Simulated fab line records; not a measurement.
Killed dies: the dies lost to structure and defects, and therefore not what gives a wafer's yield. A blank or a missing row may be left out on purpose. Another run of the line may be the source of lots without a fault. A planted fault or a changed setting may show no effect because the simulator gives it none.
Chamber matching | flow n5 finfet | 4 sister chambers for N5_BEOL_M7_STRIP_36 on rie diel-05
The step strips in N2/H2. 24 wafers are shown with their chamber, then 12 later ones without.

EACH WAFER AND ITS CHAMBER
wafer  | chamber | showerhead plenum p Torr (Torr) | throttle valve pct (%) | drypump motor current A (A)
L074.1 | 3       | 2.50                            | 23.5                   | 5.3
L074.2 | 2       | 2.68                            | 23.9                   | 5.4
L074.3 | 0       | 2.48                            | 24.1                   | 6.4
L074.4 | 1       | 2.69                            | 23.4                   | 5.3
L074.5 | 2       | 2.68                            | 23.8                   | 5.4
L074.6 | 1       | 2.69                            | 23.4                   | 5.3
L077.3 | 1       | 2.69                            | 23.5                   | 5.3
L077.5 | 1       | 2.69                            | 23.5                   | 5.3
L077.6 | 0       | 2.48                            | 24.1                   | 6.3
L078.1 | 2       | 2.68                            | 23.9                   | 5.5
L078.4 | 0       | 2.47                            | 24.1                   | 6.3
L078.5 | 3       | 2.50                            | 23.5                   | 5.4
L080.2 | 3       | 2.50                            | 23.5                   | 5.3
L080.5 | 2       | 2.67                            | 23.9                   | 5.5
L080.6 | 1       | 2.68                            | 23.5                   | 5.3
L088.2 | 2       | 2.67                            | 23.9                   | 5.5
L088.3 | 1       | 2.67                            | 23.5                   | 5.4
L088.5 | 1       | 2.68                            | 23.5                   | 5.3
L090.1 | 1       | 2.67                            | 23.5                   | 5.3
L090.2 | 2       | 2.67                            | 23.9                   | 5.4
L090.3 | 0       | 2.46                            | 24.1                   | 6.3
L092.1 | 1       | 2.67                            | 23.5                   | 5.3
L092.2 | 0       | 2.46                            | 24.1                   | 6.3
L092.3 | 2       | 2.66                            | 23.9                   | 5.5

SIGNATURES, as means of the wafers listed above
reading                  | chamber 0 | chamber 1 | chamber 2 | chamber 3 | scatter within a chamber
showerhead plenum p Torr | 2.4700    | 2.6811    | 2.6729    | 2.5000    | 0.00846
throttle valve pct       | 24.100    | 23.478    | 23.886    | 23.500    | 0.0347
drypump motor current A  | 6.320     | 5.311     | 5.457     | 5.333     | 0.0451
Rule: a wafer's distance from a chamber is the root of the sum, over the readings, of the square of ((its reading less the chamber's mean) divided by the reading's scatter). The wafer belongs to the nearest chamber; if the next one is less than 2 further off, it can't be placed. The scatter: take each reading less its chamber's mean, square it, sum over the shown wafers, divide by the number of wafers less the number of chambers, and take the root.

WAFERS WITHOUT THEIR CHAMBER
wafer  | showerhead plenum p Torr (Torr) | throttle valve pct (%) | drypump motor current A (A)
L092.4 | 2.49                            | 23.2                   | 5.4
L092.5 | 2.46                            | 24.1                   | 6.3
L092.6 | 2.49                            | 23.2                   | 5.4
L093.1 | 2.67                            | 23.5                   | 5.4
L093.4 | 2.46                            | 24.2                   | 6.4
L093.6 | 2.66                            | 23.9                   | 5.5
L096.1 | 2.49                            | 23.2                   | 5.3
L096.3 | 2.46                            | 24.1                   | 6.3
L096.4 | 2.66                            | 23.9                   | 5.4
L097.1 | 2.48                            | 23.2                   | 5.4
L097.3 | 2.67                            | 23.5                   | 5.3
L097.6 | 2.66                            | 23.9                   | 5.5

WHICH CHAMBER EACH WENT THROUGH
wafer  | from the rows above | in truth
L092.4 | 3                   | 3
L092.5 | 0                   | 0
L092.6 | 3                   | 3
L093.1 | 1                   | 1
L093.4 | 0                   | 0
L093.6 | 2                   | 2
L096.1 | 3                   | 3
L096.3 | 0                   | 0
L096.4 | 2                   | 2
L097.1 | 3                   | 3
L097.3 | 1                   | 1
L097.6 | 2                   | 2
12 of 12 placed correctly. Can't be placed from these rows: 0. Number placed wrongly: 0.
